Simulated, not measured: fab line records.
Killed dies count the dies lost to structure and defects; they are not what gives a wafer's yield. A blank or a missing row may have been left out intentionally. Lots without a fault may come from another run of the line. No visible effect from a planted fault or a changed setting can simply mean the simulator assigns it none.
Which of the tools did it? -- flow n5Finfet -- 31 wafers from 11 lots sampled at 5 of the route's 1938 steps

WHAT THE GAUGES READ, wafer by wafer
N5_BEOL_M10_INSPECT_13: inspects for defects (brightfield). Usual: rawDefectCount 412, standard deviation 93.
lot,measured,on,rawDefectCount,flag
L936,day 10 16:04,defectInspect-01,329 331 235,
L935,day 10 16:16,defectInspect-01,347 555 445,
L939,day 11 15:15,defectInspect-02,444 484 514,
L942,day 11 21:47,defectInspect-01,388 438,
L943,day 12 21:45,defectInspect-02,359 446 416,
L946,day 13 23:50,defectInspect-02,500 336 467,
L948,day 13 23:58,defectInspect-02,400 621 460,
L947,day 13 23:59,defectInspect-02,437 462 457,
L950,day 14 07:47,defectInspect-02,471 534 566,
L949,day 14 07:59,defectInspect-01,344 320,
L955,day 15 05:14,defectInspect-01,415 359 286,

N5_BEOL_M10_CD_MEAS_18: pitch 140 nm, target cd 70 nm. Usual: cdNm 70.2 nm, standard deviation 0.66.
lot,measured,on,cdNm (nm),flag
L936,day 10 16:38,cdSem-01,69.5 70.2 68.8,
L935,day 10 16:53,cdSem-03,70.7 70.5 70.6,
L939,day 11 16:49,cdSem-03,70.3 70.8 70.5,
L942,day 11 22:43,cdSem-01,69.7 69.7,
L943,day 12 22:23,cdSem-01,71.1 69.4 70.1,
L946,day 14 00:34,cdSem-01,70.1 69.0 70.8,
L948,day 14 00:36,cdSem-02,70.1 70.0 69.6,
L947,day 14 00:36,cdSem-01,69.2 69.7 69.5,
L950,day 14 08:24,cdSem-01,69.2 70.2 70.1,
L949,day 14 08:34,cdSem-01,69.2 69.7,
L955,day 15 06:05,cdSem-01,70.5 70.1 70.4,

N5_BEOL_M10_CD_MEAS_28: the cd target is 70 nm. Usual: cdNm 70.2 nm, standard deviation 0.92.
lot,measured,on,cdNm (nm),flag
L936,day 10 17:44,cdSem-01,70.1 68.9 70.1,
L935,day 10 17:28,cdSem-02,71.2 71.2 70.7,
L939,day 11 17:13,cdSem-02,70.1 69.8 70.9,
L942,day 11 23:08,cdSem-02,63.4 63.8,OFF
L943,day 12 22:48,cdSem-02,64.1 64.6 64.3,OFF
L946,day 14 02:21,cdSem-01,64.4 63.7 64.0,OFF
L948,day 14 02:41,cdSem-01,70.1 70.5 69.9,
L947,day 14 02:31,cdSem-02,68.7 68.8 69.1,
L950,day 14 09:49,cdSem-02,69.7 70.5 69.7,
L949,day 14 09:59,cdSem-02,69.0 70.6,
L955,day 15 06:34,cdSem-02,68.7 69.1 69.9,

WHICH TOOL RAN EACH LOT (tool, then ch and the chambers of the sampled wafers, then the start)
lot,N5_BEOL_M10_HM_OPEN_17,N5_BEOL_M10_EXPOSE_25
L936,"rieMetal-02 ch 0,1, day 10 16:22","arfiScanner-03 ch 0, day 10 17:36"
L935,"rieMetal-03 ch 1, day 10 16:37","arfiScanner-02 ch 0, day 10 17:20"
L939,"rieMetal-01 ch 0,1, day 11 16:29","arfiScanner-03 ch 0, day 11 17:05"
L942,"rieMetal-03 ch 0, day 11 22:26","arfiScanner-03 ch 0, day 11 23:01"
L943,"rieMetal-03 ch 0,1, day 12 22:04","arfiScanner-03 ch 0, day 12 22:40"
L946,"rieMetal-02 ch 0,1, day 14 00:17","arfiScanner-03 ch 0, day 14 02:13"
L948,"rieMetal-01 ch 0,1, day 14 00:20","arfiScanner-01 ch 0, day 14 02:33"
L947,"rieMetal-02 ch 0,1, day 14 00:23","arfiScanner-02 ch 0, day 14 02:23"
L950,"rieMetal-01 ch 0,1, day 14 08:08","arfiScanner-01 ch 0, day 14 09:41"
L949,"rieMetal-01 ch 0,1, day 14 08:23","arfiScanner-02 ch 0, day 14 09:52"
L955,"rieMetal-02 ch 0,1, day 15 05:53","arfiScanner-02 ch 0, day 15 06:26"
- N5_BEOL_M10_HM_OPEN_17: chemistry Cl2/BCl3, target TiN, target depth 20 nm, overetch 6 nm.
- N5_BEOL_M10_EXPOSE_25: exposes mask V9.

AS READ BY THE TOOLS THEMSELVES (means over the sampled wafers that have a number; for cases with no such wafer, the mark the record gives instead)
N5_BEOL_M10_HM_OPEN_17. Usual: drypumpMotorCurrentA 5.8 A, standard deviation 0.32; mfcCl2Sccm 53.27 sccm, standard deviation 0.14; oesProductAu 0.71 a.u., standard deviation 0.083; throttleValvePct 21.87 %, standard deviation 0.26.
lot,tool,drypumpMotorCurrentA (A),mfcCl2Sccm (sccm),oesProductAu (a.u.),throttleValvePct (%),flag
L936,rieMetal-02,5.5,53.25,0.64,21.85,
L935,rieMetal-03,6.1,53.36,0.67,22.26,
L939,rieMetal-01,6.0,53.33,0.76,21.78,
L942,rieMetal-03,6.3,53.19,0.84,22.45,
L943,rieMetal-03,6.2,53.39,0.78,22.39,
L946,rieMetal-02,5.5,53.18,0.72,21.69,
L948,rieMetal-01,5.9,53.22,0.70,21.80,
L947,rieMetal-02,5.6,53.28,0.78,21.60,
L950,rieMetal-01,5.9,53.21,0.70,21.80,
L949,rieMetal-01,6.0,53.17,0.71,21.80,
L955,rieMetal-02,5.6,53.33,0.76,21.61,

N5_BEOL_M10_EXPOSE_25. Usual: exposureDoseMJCm2 85.44, standard deviation 0.088.
lot,tool,exposureDoseMJCm2,flag
L936,arfiScanner-03,85.60,
L935,arfiScanner-02,85.44,
L939,arfiScanner-03,85.46,
L942,arfiScanner-03,77.96,OFF
L943,arfiScanner-03,79.54,OFF
L946,arfiScanner-03,80.47,OFF
L948,arfiScanner-01,85.42,
L947,arfiScanner-02,85.38,
L950,arfiScanner-01,85.51,
L949,arfiScanner-02,85.58,
L955,arfiScanner-02,85.29,

THE ANSWER, worked out from the rows above alone
Rule: a lot counts as off when the mean over its wafers that have a number is more than 3 standard deviations away from the usual mean. A lot without any number at a reading at which 4 lots or more have one is off too. Any other lot the step has rows for is counted as sound. Order of review: gauges by route order, followed by the tools' own readings, for which a lot's mean as printed above is used. The first step at which some lot is off is used, and at that step the reading that is off furthest; a lot without a number counts as furthest.
Off: L942, L943, L946 (N5_BEOL_M10_CD_MEAS_28, cdNm).
A tool fits if, at a process step before that reading, it ran every lot that is off, and no sound lot after the first of them. Not tried: the gauges at N5_BEOL_M10_CD_MEAS_28; whatever is off there is also off at N5_BEOL_M10_EXPOSE_25, on other tools, and gauge error can't account for it. One fits: N5_BEOL_M10_EXPOSE_25 on arfiScanner-03. Its last sound lot is L939 (day 11 17:05), its first lot that is off L942 (day 11 23:01): a fault that began between those two fits.
The tool's own readings at N5_BEOL_M10_EXPOSE_25 bear it out: on the lots that are off they differ by more than 5 times the standard deviation of the sound lots' means. exposureDoseMJCm2 reads 79.32 there against 85.46 on the sound lots.

WHAT HAD BEEN PUT IN BY THE SIMULATOR
Drift in process parameters on arfiScanner-03 at N5_BEOL_M10_EXPOSE_25, starting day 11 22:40. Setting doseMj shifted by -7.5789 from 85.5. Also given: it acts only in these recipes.
Lots struck among those shown: L942, L943, L946. This agrees with what the rule above found.
